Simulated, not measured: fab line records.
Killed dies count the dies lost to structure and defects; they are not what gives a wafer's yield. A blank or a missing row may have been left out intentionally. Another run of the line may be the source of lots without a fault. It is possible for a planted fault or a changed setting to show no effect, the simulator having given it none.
fab line records	flow nand-harc
[record] lots = 24	wafers = 72	last-day = 34
route steps=1302 shown A_STAIRCASE@738
lots that met no fault: taken from a fault-free run of the same line
start-h: hours from the record's opening day to when the first of the lot's shown wafers began	wait-h: hours elapsed since this lot's preceding step	" unchanged from the row above	L1.1+2: one row covering several wafers at once	- value missing, or start not given	* or withheld: withheld	< > ~ a bound
route shown NAME@n: NAME is a module with steps in the file, n the number in the route of the first one	usual: mean/standard deviation of fault-free wafers	same: alike in all rows	chamber/n: place in a boat	sites: each site's reading	_std_site: the values' standard deviation	_edge_site: outer sites' mean less inner sites'	radius-mm: for every site, how far away it sits from the centre of the wafer	mask NAME#n: copy n	behind: the most recent tool/chamber to have shaped the wafer	hold: why the lot went on hold/how many hours it stayed there/how the hold came to an end	device: names the non-switching transistor (n, p or np)	end of line: the same wafers' tests at the end of the route	a step given without rows: its recipe and nothing more	killed: count of dies lost to structure and defects at first sort (not the wafer's yield)	map: per-die view of a wafer (x killed, . not killed, _ where there is no die)
set.NAME: the setting as run; set.NAME@STEP: as run at that earlier step	model.NAME: the simulator's own value behind a step, which no gauge read
one table for each step of the route and one row for each wafer, over a sample of lots
services: the hour from which a tool's chamber was out of use, counted from the record's first day as start-h (under 0 if before that day), plus the number of hours and why
[[steps]]
[step NHARC_A_STAIRCASE_TRIM_224]
[recipe] time-s = 211.2	o2-flow-sccm = 500	ar-flow-sccm = 0	bias-w = 0	chemistry = O2
[usual] drypump-motor-current-A = 5.6/0.45	oes-product-au = 0.999/0.0091	rf-vpp-V = 57.8/0.96	showerhead-plenum-p-Torr = 3.54/0.18	throttle-valve-pct = 17.036/0.0091
lot.wafer	tool	chamber	start-h	wait-h	drypump-motor-current-A	oes-product-au	rf-hours-counter-h	rf-vpp-V	showerhead-plenum-p-Torr	throttle-valve-pct
L074.4	rie-diel-11	3	-	-	5.2	0.997	37	58.3	3.76	17.056
L074.2	"	1	"	"	5.7	1.000	35	57.4	3.41	17.027
L074.5	"	2	"	"	5.8	0.985	-	58.2	3.73	17.019
L075.3	rie-diel-11	0	-	-	5.7	0.996	44	55.3	3.28	17.042
L075.2	"	2	"	"	5.8	0.981	34	60.0	3.73	17.037
L075.5	"	0	"	"	5.7	1.000	-	56.6	3.28	17.044
L076.4	rie-diel-11	3	-	-	5.2	1.007	47	57.9	3.75	17.033
L076.2	"	0	"	"	5.7	1.011	51	57.9	3.28	17.021
L076.1	"	1	"	"	5.7	1.002	47	57.4	3.41	17.044
L077.2	rie-diel-11	2	-	-	5.8	0.995	40	57.2	3.73	17.043
L077.4	"	1	"	"	5.7	0.996	47	57.9	3.41	17.037
L077.6	"	3	"	"	5.2	1.004	-	58.0	3.75	17.040
L078.3	rie-diel-13	2	-	-	5.6	1.006	14	58.6	3.64	17.036
L078.2	"	3	"	"	6.4	0.997	13	56.6	3.30	17.037
L078.6	"	3	"	"	6.4	1.007	-	57.2	3.30	17.031
L080.4	rie-diel-04	1	-	-	5.0	1.010	19	58.6	3.64	17.028
L080.3	"	2	"	"	5.3	1.000	18	57.9	3.28	17.030
L080.6	"	2	"	"	5.3	0.999	-	57.7	3.28	17.043
L079.2	rie-diel-04	1	-	-	5.0	1.004	20	57.4	3.64	17.033
L079.4	"	3	"	"	5.2	0.985	21	56.8	3.33	17.033
L079.6	"	0	"	"	6.3	0.984	-	57.5	3.56	17.039
L081.1	rie-diel-13	3	-	-	6.4	1.006	27	57.2	3.29	17.016
L081.5	"	3	"	"	6.4	1.004	-	56.9	3.29	17.039
L081.6	"	0	"	"	6.1	1.004	-	56.7	3.51	17.045
L082.2	rie-diel-13	0	-	-	6.1	1.009	33	57.6	3.51	17.045
L082.6	"	2	"	"	5.6	1.009	-	57.7	3.63	17.024
L082.5	"	3	"	"	6.4	1.006	-	55.0	3.29	17.036
L083.4	rie-diel-13	2	-	-	5.7	1.015	38	57.8	3.62	17.018
L083.1	"	3	"	"	6.4	1.012	35	57.3	3.28	17.026
L083.6	"	3	"	"	6.4	0.998	-	56.2	3.28	17.046
L084.4	rie-diel-04	2	-	-	5.3	1.001	28	56.4	3.28	17.048
L084.6	"	2	"	"	5.3	1.001	-	56.6	3.28	17.029
L084.5	"	3	"	"	5.2	1.002	-	55.9	3.32	17.027
L085.2	rie-diel-04	2	-	-	5.3	0.986	29	57.3	3.28	17.048
L085.3	"	0	"	"	6.2	1.003	38	57.8	3.55	17.029
L085.5	"	2	"	"	5.3	0.991	-	56.0	3.28	17.050
L087.3	rie-diel-04	0	-	-	6.3	1.008	41	58.1	3.55	17.045
L087.6	"	1	"	"	5.0	1.012	-	57.9	3.63	17.032
L087.5	"	2	"	"	5.3	1.006	-	57.1	3.27	17.025
L086.2	rie-diel-04	2	-	-	5.3	0.994	33	56.6	3.27	17.025
L086.3	"	0	"	"	6.3	1.009	42	58.6	3.55	17.033
L086.6	"	2	"	"	5.3	1.002	-	57.2	3.27	17.053
L088.3	rie-diel-13	3	-	-	6.4	1.003	52	57.4	3.28	17.026
L088.4	"	1	"	"	5.1	0.979	42	58.3	3.76	17.036
L088.6	"	3	"	"	6.4	0.997	-	57.7	3.27	17.039
L089.2	rie-diel-04	2	-	-	5.3	0.991	41	58.0	3.27	17.039
L089.3	"	0	"	"	6.3	0.994	49	58.8	3.55	17.027
L089.6	"	2	"	"	5.3	1.004	-	57.2	3.27	17.040
L090.2	rie-diel-11	3	-	-	5.2	0.988	29	57.7	3.73	17.025
L090.1	"	1	"	"	5.7	0.998	28	57.3	3.39	17.043
L090.6	"	3	"	"	5.2	0.981	-	58.0	3.73	17.029
L092.2	rie-diel-11	0	-	-	5.7	0.992	31	59.2	3.79	17.033
L092.1	"	1	"	"	5.7	1.016	40	56.6	3.38	17.018
L092.6	"	0	"	"	5.7	0.992	-	57.6	3.79	17.048
L091.3	rie-diel-13	0	-	-	6.1	0.990	8	56.9	3.49	17.049
L091.2	"	1	"	"	5.1	0.989	3	57.3	3.75	17.037
L091.6	"	0	"	"	6.1	0.996	-	58.2	3.49	17.046
L093.2	rie-diel-11	3	-	-	5.2	1.000	48	60.0	3.72	17.058
L093.3	"	2	"	"	5.8	1.000	46	58.9	3.69	17.053
L093.4	"	0	"	"	5.7	0.995	-	58.4	3.79	17.027
L095.2	rie-diel-11	3	-	-	5.2	1.001	56	58.3	3.72	17.028
L095.1	"	1	"	"	5.7	0.993	48	58.3	3.38	17.036
L095.5	"	0	"	"	5.7	1.002	-	57.6	3.78	17.040
L094.2	rie-diel-04	1	-	-	5.0	1.009	13	59.2	3.61	17.043
L094.1	"	0	"	"	6.3	1.001	16	57.5	3.54	17.048
L094.5	"	0	"	"	6.3	0.991	-	56.5	3.54	17.042
L096.4	rie-diel-13	2	-	-	5.6	0.998	20	59.9	3.60	17.025
L096.1	"	3	"	"	6.4	0.992	19	57.3	3.80	17.037
L096.3	"	1	"	"	5.1	0.976	16	58.5	3.74	17.037
L097.2	rie-diel-11	2	-	-	5.8	1.000	60	57.9	3.69	17.032
L097.6	"	3	"	"	5.2	1.001	-	56.8	3.71	17.040
L097.5	"	0	"	"	5.7	0.999	-	57.6	3.78	17.021
[step NHARC_A_STAIRCASE_ETCH_227]
[recipe] target-depth-a = 1000	time-s = 40.5	ion-energy-ev = 400	c4f8-flow-sccm = 20	o2-flow-sccm = 10	ar-flow-sccm = withheld	rf-w = 600	bias-w = 1000	chemistry = C4F8/O2
[usual] oes-product-au = 0.943/0.0096	rf-vpp-V = 897/6.8
lot.wafer	tool	chamber	start-h	wait-h	oes-product-au	rf-hours-counter-h	rf-vpp-V
L074.2	rie-diel-11	0	-	-	0.938	40	888
L074.4	"	2	"	"	0.938	31	904
L074.5	"	0	"	"	0.943	-	888
L075.2	rie-diel-11	2	-	-	0.954	34	905
L075.3	"	3	"	"	0.948	41	905
L075.5	"	2	"	"	0.946	-	902
L076.1	rie-diel-11	1	-	-	0.954	47	892
L076.4	"	2	"	"	0.946	39	904
L076.2	"	0	"	"	0.946	51	885
L077.2	rie-diel-11	0	-	-	0.947	52	887
L077.4	"	1	"	"	0.961	48	891
L077.6	"	3	"	"	0.948	-	904
L078.2	rie-diel-13	1	-	-	0.934	15	905
L078.3	"	2	"	"	0.952	14	900
L078.6	"	0	"	"	0.943	-	894
L080.4	rie-diel-04	1	-	-	0.941	19	901
L080.3	"	2	"	"	0.931	18	886
L080.6	"	0	"	"	0.935	-	896
L079.4	rie-diel-04	3	-	-	0.948	21	890
L079.2	"	2	"	"	0.951	19	887
L079.6	"	0	"	"	0.937	-	897
L081.1	rie-diel-13	2	-	-	0.933	28	902
L081.5	"	2	"	"	0.935	-	898
L081.6	"	0	"	"	0.947	-	894
L082.2	rie-diel-13	3	-	-	0.945	31	888
L082.5	"	0	"	"	0.952	-	896
L082.6	"	2	"	"	0.952	-	900
L083.1	rie-diel-13	1	-	-	0.935	25	906
L083.4	"	3	"	"	0.959	35	887
L083.6	"	1	"	"	0.934	-	905
L084.4	rie-diel-04	2	-	-	0.939	29	886
L084.6	"	0	"	"	0.928	-	896
L084.5	"	1	"	"	0.945	-	897
L085.3	rie-diel-04	3	-	-	0.936	38	888
L085.2	"	0	"	"	0.935	39	897
L085.5	"	3	"	"	0.924	-	889
L087.3	rie-diel-04	2	-	-	0.940	32	887
L087.5	"	2	"	"	0.943	-	886
L087.6	"	3	"	"	0.949	-	888
L086.3	rie-diel-04	1	-	-	0.950	41	899
L086.2	"	0	"	"	0.943	42	898
L086.6	"	1	"	"	0.969	-	902
L088.4	rie-diel-13	0	-	-	0.948	54	894
L088.3	"	1	"	"	0.915	42	906
L088.6	"	3	"	"	0.965	-	887
L089.2	rie-diel-04	3	-	-	0.932	49	890
L089.3	"	0	"	"	0.941	49	897
L089.6	"	2	"	"	0.930	-	887
L090.2	rie-diel-11	0	-	-	0.945	20	905
L090.1	"	1	"	"	0.958	28	891
L090.6	"	3	"	"	0.925	-	904
L092.1	rie-diel-11	2	-	-	0.938	43	902
L092.2	"	3	"	"	0.927	44	903
L092.6	"	1	"	"	0.932	-	891
L091.2	rie-diel-13	2	-	-	0.946	7	900
L091.3	"	3	"	"	0.933	7	906
L091.6	"	3	"	"	0.944	-	906
L093.2	rie-diel-11	0	-	-	0.937	36	905
L093.3	"	2	"	"	0.936	46	902
L093.4	"	2	"	"	0.950	-	903
L095.1	rie-diel-11	0	-	-	0.943	41	906
L095.2	"	1	"	"	0.943	49	891
L095.5	"	3	"	"	0.937	-	903
L094.2	rie-diel-04	3	-	-	0.957	11	890
L094.1	"	0	"	"	0.939	16	896
L094.5	"	0	"	"	0.946	-	896
L096.4	rie-diel-13	1	-	-	0.939	16	903
L096.3	"	3	"	"	0.961	19	907
L096.1	"	0	"	"	0.956	20	894
L097.2	rie-diel-11	2	-	-	0.956	60	900
L097.6	"	3	"	"	0.941	-	903
L097.5	"	0	"	"	0.943	-	906
[step NHARC_A_STAIRCASE_ETCHBACK_416]
[recipe] target-depth-a = 360	time-s = 7.2	c4f8-flow-sccm = withheld	o2-flow-sccm = 8	ar-flow-sccm = withheld	rf-w = 600	bias-w = 800	chemistry = C4F8/O2/Ar
[usual] oes-product-au = 0.929/0.02	rf-vpp-V = 725/5.1
lot.wafer	tool	chamber	start-h	wait-h	oes-product-au	rf-hours-counter-h	rf-vpp-V
L074.2	rie-diel-04	0	-	-	0.914	7	724
L074.4	"	2	"	"	0.921	8	716
L074.5	"	3	"	"	0.919	-	717
L075.2	rie-diel-11	1	-	-	0.932	51	720
L075.3	"	2	"	"	0.930	43	729
L075.5	"	0	"	"	0.922	-	716
L076.2	rie-diel-04	2	-	-	0.923	14	717
L076.4	"	0	"	"	0.920	17	723
L076.1	"	1	"	"	0.922	15	727
L077.2	rie-diel-04	0	-	-	0.921	18	725
L077.4	"	3	"	"	0.919	17	717
L077.6	"	1	"	"	0.939	-	726
L078.3	rie-diel-11	0	-	-	0.923	59	715
L078.2	"	1	"	"	0.927	54	720
L078.6	"	3	"	"	0.927	-	729
L080.3	rie-diel-11	0	-	-	1.002	6	731
L080.4	"	1	"	"	0.988	6	720
L080.6	"	3	"	"	0.986	-	730
L079.2	rie-diel-13	1	-	-	0.925	25	730
L079.4	"	0	"	"	0.941	38	724
L079.6	"	2	"	"	0.937	-	725
L081.1	rie-diel-11	2	-	-	0.923	9	728
L081.6	"	2	"	"	0.922	-	728
L081.5	"	3	"	"	0.906	-	729
L082.2	rie-diel-11	1	-	-	0.915	11	719
L082.6	"	2	"	"	0.920	-	729
L082.5	"	3	"	"	0.903	-	729
L083.4	rie-diel-13	2	-	-	0.928	49	726
L083.1	"	3	"	"	0.942	45	716
L083.6	"	2	"	"	0.926	-	727
L084.4	rie-diel-04	0	-	-	0.923	45	724
L084.6	"	2	"	"	0.912	-	715
L084.5	"	3	"	"	0.920	-	715
L085.2	rie-diel-11	1	-	-	0.927	16	720
L085.3	"	2	"	"	0.919	14	729
L085.5	"	0	"	"	0.930	-	730
L087.3	rie-diel-13	1	-	-	0.915	42	729
L087.5	"	0	"	"	0.922	-	723
L087.6	"	1	"	"	0.917	-	728
L086.3	rie-diel-13	1	-	-	0.912	43	729
L086.2	"	0	"	"	0.929	54	722
L086.6	"	1	"	"	0.908	-	730
L088.3	rie-diel-11	0	-	-	0.985	22	731
L088.4	"	1	"	"	0.921	29	721
L088.6	"	1	"	"	0.926	-	721
L089.2	rie-diel-11	1	-	-	0.919	40	719
L089.3	"	2	"	"	0.923	42	729
L089.6	"	2	"	"	0.921	-	728
L090.2	rie-diel-13	0	-	-	0.926	8	721
L090.1	"	2	"	"	0.936	7	725
L090.6	"	0	"	"	0.918	-	722
L091.2	rie-diel-04	1	-	-	0.927	8	726
L091.3	"	0	"	"	0.932	10	724
L091.6	"	2	"	"	0.924	-	731
L092.2	rie-diel-13	0	-	-	0.941	12	721
L092.1	"	1	"	"	0.917	8	729
L092.6	"	1	"	"	0.917	-	731
L093.4	rie-diel-13	2	-	-	0.933	13	726
L093.3	"	3	"	"	0.921	13	731
L093.2	"	0	"	"	0.922	14	724
L095.1	rie-diel-04	2	-	-	0.996	11	731
L095.2	"	3	"	"	0.909	17	717
L095.5	"	1	"	"	0.923	-	727
L094.1	rie-diel-04	0	-	-	0.934	25	723
L094.2	"	3	"	"	0.919	19	717
L094.5	"	1	"	"	0.938	-	726
L096.4	rie-diel-04	1	-	-	0.927	27	725
L096.3	"	2	"	"	0.920	16	731
L096.1	"	3	"	"	0.912	24	717
L097.2	rie-diel-04	1	-	-	0.932	29	724
L097.6	"	1	"	"	0.933	-	724
L097.5	"	2	"	"	0.929	-	729
[step NHARC_A_STAIRCASE_STRIP_476]
[recipe] time-s = 20	o2-flow-sccm = 500	ar-flow-sccm = 0	bias-w = 0	chemistry = O2
[usual] drypump-motor-current-A = 5.6/0.44	oes-product-au = 0.998/0.0095	rf-vpp-V = 57.8/0.92	showerhead-plenum-p-Torr = 3.57/0.18	throttle-valve-pct = 17.036/0.0089
lot.wafer	tool	chamber	start-h	wait-h	drypump-motor-current-A	oes-product-au	rf-hours-counter-h	rf-vpp-V	showerhead-plenum-p-Torr	throttle-valve-pct
L074.4	rie-diel-04	3	392.14	0.1	5.2	0.989	7	56.6	3.34	17.039
L074.2	"	0	"	"	6.3	0.972	7	58.2	3.57	17.042
L074.5	"	0	"	"	6.3	0.984	-	59.1	3.57	17.043
L075.2	rie-diel-11	2	409.07	0.1	5.8	0.988	43	58.4	3.72	17.050
L075.3	"	0	"	"	5.7	0.996	56	58.1	3.28	17.056
L075.5	"	2	"	"	5.8	0.993	-	57.6	3.72	17.029
L076.1	rie-diel-04	0	415.64	0.1	6.3	0.980	17	56.7	3.57	17.034
L076.4	"	1	"	"	5.0	1.010	15	59.0	3.64	17.027
L076.2	"	2	"	"	5.3	0.993	14	57.9	3.28	17.035
L077.4	rie-diel-04	2	417.45	0.1	5.3	0.998	15	57.6	3.28	17.024
L077.2	"	0	"	"	6.3	0.994	18	57.2	3.57	17.042
L077.6	"	3	"	"	5.2	0.985	-	57.2	3.33	17.035
L078.2	rie-diel-11	3	425.00	0.1	5.2	0.998	54	58.0	3.75	17.028
L078.3	"	1	"	"	5.7	0.994	54	58.9	3.40	17.032
L078.6	"	3	"	"	5.2	1.000	-	57.6	3.75	17.025
L080.3	rie-diel-11	0	452.95	0.1	5.7	0.998	6	58.1	3.80	17.055
L080.4	"	1	"	"	5.7	1.002	6	57.6	3.40	17.038
L080.6	"	2	"	"	5.8	1.016	-	60.8	3.72	17.028
L079.4	rie-diel-13	0	457.62	0.1	6.0	0.998	38	58.1	3.51	17.040
L079.2	"	1	"	"	5.2	0.994	25	57.6	3.77	17.046
L079.6	"	0	"	"	6.0	1.002	-	56.6	3.51	17.028
L081.1	rie-diel-11	0	466.83	0.1	5.7	0.990	11	59.2	3.80	17.043
L081.6	"	1	"	"	5.7	1.003	-	57.0	3.40	17.022
L081.5	"	2	"	"	5.8	0.995	-	58.4	3.71	17.045
L082.2	rie-diel-11	2	471.87	0.1	5.8	0.996	10	57.6	3.71	17.028
L082.6	"	1	"	"	5.7	1.009	-	55.9	3.40	17.036
L082.5	"	2	"	"	5.8	1.005	-	58.1	3.71	17.026
L083.1	rie-diel-13	2	482.54	0.1	5.6	1.000	49	58.3	3.62	17.042
L083.4	"	3	"	"	6.4	1.009	45	58.1	3.28	17.024
L083.6	"	3	"	"	6.4	1.009	-	56.0	3.28	17.031
L084.4	rie-diel-04	2	492.76	0.1	5.3	0.992	36	58.5	3.27	17.040
L084.6	"	2	"	"	5.3	0.996	-	57.8	3.27	17.040
L084.5	"	3	"	"	5.2	0.996	-	58.4	3.32	17.044
L085.3	rie-diel-11	1	493.52	0.1	5.7	0.995	16	57.9	3.39	17.044
L085.2	"	2	"	"	5.8	0.999	14	57.0	3.71	17.044
L085.5	"	2	"	"	5.8	1.005	-	59.2	3.71	17.031
L087.3	rie-diel-13	0	503.66	0.1	6.0	1.008	53	57.0	3.50	17.044
L087.6	"	1	"	"	5.1	0.983	-	58.9	3.76	17.028
L087.5	"	2	"	"	5.6	1.006	-	58.7	3.61	17.039
L086.3	rie-diel-13	3	505.89	0.1	6.4	1.008	52	56.7	3.27	17.038
L086.2	"	0	"	"	6.1	1.001	54	58.6	3.50	17.026
L086.6	"	2	"	"	5.6	1.001	-	58.0	3.61	17.034
L088.3	rie-diel-11	2	527.00	0.1	5.9	1.005	28	58.4	3.70	17.039
L088.4	"	3	"	"	5.2	0.998	31	58.1	3.73	17.039
L088.6	"	1	"	"	5.7	1.005	-	55.1	3.39	17.050
L089.3	rie-diel-11	1	547.45	0.1	5.7	1.003	40	57.1	3.38	17.052
L089.2	"	3	"	"	5.2	0.985	43	57.6	3.72	17.038
L089.6	"	0	"	"	5.7	0.999	-	58.7	3.79	17.014
L090.2	rie-diel-13	0	547.57	0.1	6.1	0.999	8	58.0	3.49	17.047
L090.1	"	2	"	"	5.6	1.016	7	58.2	3.60	17.035
L090.6	"	0	"	"	6.1	1.000	-	58.0	3.49	17.046
L091.3	rie-diel-04	3	574.20	0.1	5.2	0.993	9	57.1	3.31	17.048
L091.2	"	1	"	"	5.0	0.994	8	58.1	3.62	17.040
L091.6	"	0	"	"	6.3	0.988	-	56.2	3.54	17.020
L092.2	rie-diel-13	3	578.10	0.1	6.4	1.004	11	58.7	3.80	17.044
L092.1	"	1	"	"	5.2	0.996	8	58.5	3.75	17.030
L092.6	"	3	"	"	6.4	1.005	-	59.0	3.80	17.038
L093.4	rie-diel-13	0	584.91	0.1	6.1	1.013	14	57.4	3.49	17.045
L093.2	"	2	"	"	5.6	1.010	13	58.7	3.60	17.056
L093.3	"	3	"	"	6.4	1.008	13	59.2	3.80	17.037
L095.1	rie-diel-04	2	611.52	0.2	5.3	0.981	11	58.5	3.80	17.042
L095.2	"	1	"	"	5.0	0.994	21	58.1	3.61	17.043
L095.5	"	2	"	"	5.3	0.984	-	58.6	3.80	17.044
L094.1	rie-diel-04	2	619.59	0.5	5.3	1.001	13	58.2	3.80	17.030
L094.2	"	0	"	"	6.3	1.003	26	57.8	3.53	17.025
L094.5	"	1	"	"	5.0	1.004	-	59.0	3.61	17.024
L096.4	rie-diel-04	2	625.68	0.1	5.3	1.012	16	57.7	3.80	17.026
L096.1	"	3	"	"	5.2	0.987	24	58.5	3.30	17.021
L096.3	"	0	"	"	6.3	1.002	31	57.1	3.53	17.025
L097.2	rie-diel-04	2	632.52	0.1	5.3	0.997	19	57.8	3.80	17.034
L097.5	"	3	"	"	5.2	0.982	-	57.3	3.30	17.035
L097.6	"	0	"	"	6.3	0.998	-	57.6	3.53	17.049
[step NHARC_A_STAIRCASE_DEP_151]
[recipe] target-thk-a = 72000	temp-c = 400	target-thk-nm = 7200	teos-flow-sccm = 200	rf-w = 500	material = SiO2
[usual] heater-power-w = 649/90
lot.wafer	tool	chamber	start-h	wait-h	heater-power-w	since-wet-clean-h
L074.2	pecvd-02	2	404.28	0.4	660	164
L074.5	"	0	"	"	723	-
L074.4	"	1	"	"	534	-
L075.3	pecvd-03	1	420.99	0.4	734	42
L075.2	"	0	"	"	669	42
L075.5	"	0	"	"	562	-
L076.1	pecvd-02	0	426.64	0.4	801	6
L076.2	"	1	"	"	574	6
L076.4	"	2	"	"	545	-
L077.2	pecvd-04	0	426.80	0.6	617	145
L077.4	"	1	"	"	648	-
L077.6	"	0	"	"	566	-
L078.2	pecvd-03	1	437.65	0.4	777	59
L078.3	"	0	"	"	658	59
L078.6	"	0	"	"	546	-
L080.3	pecvd-04	2	463.91	0.4	638	1
L080.4	"	2	"	"	524	-
L080.6	"	0	"	"	544	-
L079.2	pecvd-03	2	468.77	0.6	817	90
L079.6	"	1	"	"	666	-
L079.4	"	2	"	"	685	-
L081.1	pecvd-03	0	477.72	0.4	693	99
L081.5	"	0	"	"	552	-
L081.6	"	1	"	"	678	-
L082.2	pecvd-04	2	482.98	0.6	566	20
L082.5	"	1	"	"	699	-
L082.6	"	2	"	"	536	-
L083.1	pecvd-03	0	493.45	0.4	585	115
L083.6	"	0	"	"	553	-
L083.4	"	2	"	"	668	-
L085.2	pecvd-03	0	503.78	0.5	556	125
L085.3	"	1	"	"	821	125
L085.5	"	2	"	"	684	-
L084.6	pecvd-02	0	504.08	0.8	678	-
L084.5	"	1	"	"	551	-
L084.4	"	2	"	"	557	-
L087.3	pecvd-02	2	514.75	0.4	651	94
L087.5	"	0	"	"	660	-
L087.6	"	1	"	"	549	-
L086.3	pecvd-04	2	514.75	0.4	638	51
L086.2	"	1	"	"	737	52
L086.6	"	1	"	"	680	-
L088.3	pecvd-02	0	537.98	0.5	769	117
L088.4	"	2	"	"	551	-
L088.6	"	0	"	"	678	-
L089.3	pecvd-02	1	562.75	0.4	564	142
L089.2	"	0	"	"	830	142
L089.6	"	1	"	"	541	-
L090.1	pecvd-04	2	562.75	0.4	657	99
L090.2	"	0	"	"	626	100
L090.6	"	2	"	"	554	-
L091.3	pecvd-03	1	585.28	0.5	778	25
L091.2	"	0	"	"	662	26
L091.6	"	2	"	"	682	-
L092.2	pecvd-03	2	589.11	0.5	788	29
L092.1	"	0	"	"	674	29
L092.6	"	2	"	"	679	-
L093.2	pecvd-03	2	595.88	0.4	846	36
L093.3	"	1	"	"	728	36
L093.4	"	1	"	"	643	-
L095.1	pecvd-02	2	622.53	0.5	601	21
L095.2	"	0	"	"	759	21
L095.5	"	2	"	"	589	-
L094.1	pecvd-03	0	630.54	0.4	618	71
L094.2	"	2	"	"	735	71
L094.5	"	0	"	"	563	-
L096.1	pecvd-02	1	637.53	0.4	609	36
L096.3	"	1	"	"	482	-
L096.4	"	2	"	"	598	-
L097.2	pecvd-02	0	643.41	0.4	858	41
L097.5	"	0	"	"	692	-
L097.6	"	2	"	"	605	-
[step NHARC_A_STAIRCASE_STRIP_446]
[recipe] power-w = 1500	temp-c = 250	chemistry = O2
[usual] drypump-motor-current-A = 5.7/0.36	heater-power-w = 343/42
lot.wafer	tool	chamber	start-h	wait-h	drypump-motor-current-A	heater-power-w	rf-hours-counter-h
L074.2	plasma-asher-02	0	437.48	0.0	5.8	328	0
L074.4	"	1	"	"	5.4	408	-
L074.5	"	0	"	"	5.8	335	-
L075.2	plasma-asher-02	0	451.99	0.1	5.9	324	3
L075.3	"	0	"	"	5.8	328	-
L075.5	"	1	"	"	5.4	407	-
L077.2	plasma-asher-02	0	456.09	0.1	5.9	334	4
L077.4	"	0	"	"	5.9	332	-
L077.6	"	1	"	"	5.3	403	-
L076.2	plasma-asher-02	0	456.85	0.0	5.8	330	5
L076.1	"	1	"	"	5.4	401	5
L076.4	"	0	"	"	5.8	343	-
L078.2	plasma-asher-01	1	469.25	0.1	5.3	288	27
L078.3	"	1	"	"	5.3	283	-
L078.6	"	0	"	"	6.3	315	-
L080.4	plasma-asher-01	0	496.35	0.1	6.2	324	-
L080.3	"	1	"	"	5.3	279	-
L080.6	"	1	"	"	5.3	287	-
L079.2	plasma-asher-01	0	506.98	0.1	6.3	316	33
L079.4	"	0	"	"	6.3	315	-
L079.6	"	0	"	"	6.2	313	-
L082.2	plasma-asher-01	0	514.89	0.0	6.3	312	36
L082.6	"	0	"	"	6.3	332	-
L082.5	"	1	"	"	5.3	282	-
L081.1	plasma-asher-02	1	515.79	0.0	5.3	394	16
L081.6	"	1	"	"	5.3	408	-
L081.5	"	0	"	"	5.8	326	-
L083.1	plasma-asher-02	0	524.41	0.1	5.8	329	18
L083.4	"	1	"	"	5.3	412	-
L083.6	"	1	"	"	5.4	395	-
L085.2	plasma-asher-01	0	535.64	0.1	6.2	307	1
L085.3	"	1	"	"	5.3	303	-
L085.5	"	0	"	"	6.2	315	-
L084.4	plasma-asher-02	0	535.93	0.2	5.9	319	-
L084.5	"	1	"	"	5.4	405	-
L084.6	"	0	"	"	5.8	328	-
L087.3	plasma-asher-02	0	544.07	0.1	5.8	326	-
L087.5	"	0	"	"	5.8	331	-
L087.6	"	1	"	"	5.4	412	-
L086.2	plasma-asher-02	0	545.27	0.0	5.8	325	23
L086.3	"	1	"	"	5.4	409	-
L086.6	"	0	"	"	5.9	333	-
L088.3	plasma-asher-02	1	565.38	0.1	5.3	412	-
L088.4	"	0	"	"	5.9	328	-
L088.6	"	0	"	"	5.8	321	-
L089.2	plasma-asher-02	0	591.72	0.0	5.8	324	32
L089.3	"	1	"	"	5.4	413	-
L089.6	"	1	"	"	5.4	406	-
L090.2	plasma-asher-01	1	594.63	0.1	5.4	303	12
L090.1	"	0	"	"	6.3	315	12
L090.6	"	1	"	"	5.3	301	-
L091.2	plasma-asher-01	0	614.82	0.1	6.2	313	16
L091.3	"	0	"	"	6.3	305	-
L091.6	"	1	"	"	5.4	307	-
L092.2	plasma-asher-02	0	614.95	0.0	5.9	335	0
L092.1	"	1	"	"	5.3	394	0
L092.6	"	0	"	"	5.8	335	-
L093.2	plasma-asher-02	1	625.12	0.1	5.3	397	3
L093.4	"	0	"	"	5.8	336	-
L093.3	"	1	"	"	5.3	381	-
L095.1	plasma-asher-01	0	657.54	0.0	6.3	315	26
L095.2	"	1	"	"	5.3	303	26
L095.5	"	1	"	"	5.3	304	-
L094.1	plasma-asher-02	0	664.97	0.0	5.8	325	14
L094.2	"	1	"	"	5.3	392	14
L094.5	"	0	"	"	5.9	344	-
L097.2	plasma-asher-02	1	669.51	0.0	5.4	393	14
L097.6	"	1	"	"	5.4	395	-
L097.5	"	0	"	"	5.9	337	-
L096.1	plasma-asher-01	1	669.69	0.0	5.3	303	28
L096.4	"	1	"	"	5.3	307	-
L096.3	"	0	"	"	6.3	307	-
[[services]]
tool	chamber	start-h	hours	kind
rie-diel-13	-	343.90	9.0	pm
rie-diel-04	1	349.22	6.3	repair
rie-diel-11	3	350.03	1.3	repair
rie-diel-04	-	354.97	9.0	pm
rie-diel-13	-	355.01	1.5	repair
plasma-asher-02	-	357.30	3.5	repair
rie-diel-04	-	369.12	1.9	repair
rie-diel-11	2	379.99	2.8	repair
rie-diel-13	1	414.03	36.9	repair
rie-diel-11	-	434.00	9.0	pm
rie-diel-04	2	445.31	14.7	repair
rie-diel-04	-	498.30	12.0	repair
rie-diel-13	-	522.82	9.0	pm
rie-diel-04	-	534.05	9.0	pm
rie-diel-13	1	538.03	7.8	repair
rie-diel-11	1	555.45	7.7	repair
rie-diel-11	0	560.67	3.8	repair
rie-diel-13	0	570.96	3.7	repair
rie-diel-13	1	575.54	1.8	repair
rie-diel-04	2	576.56	16.1	repair
rie-diel-04	3	579.03	10.9	repair
rie-diel-13	0	597.85	3.2	repair
rie-diel-11	-	613.41	9.0	pm
rie-diel-13	-	618.06	1.2	repair
[[key]]
fault none
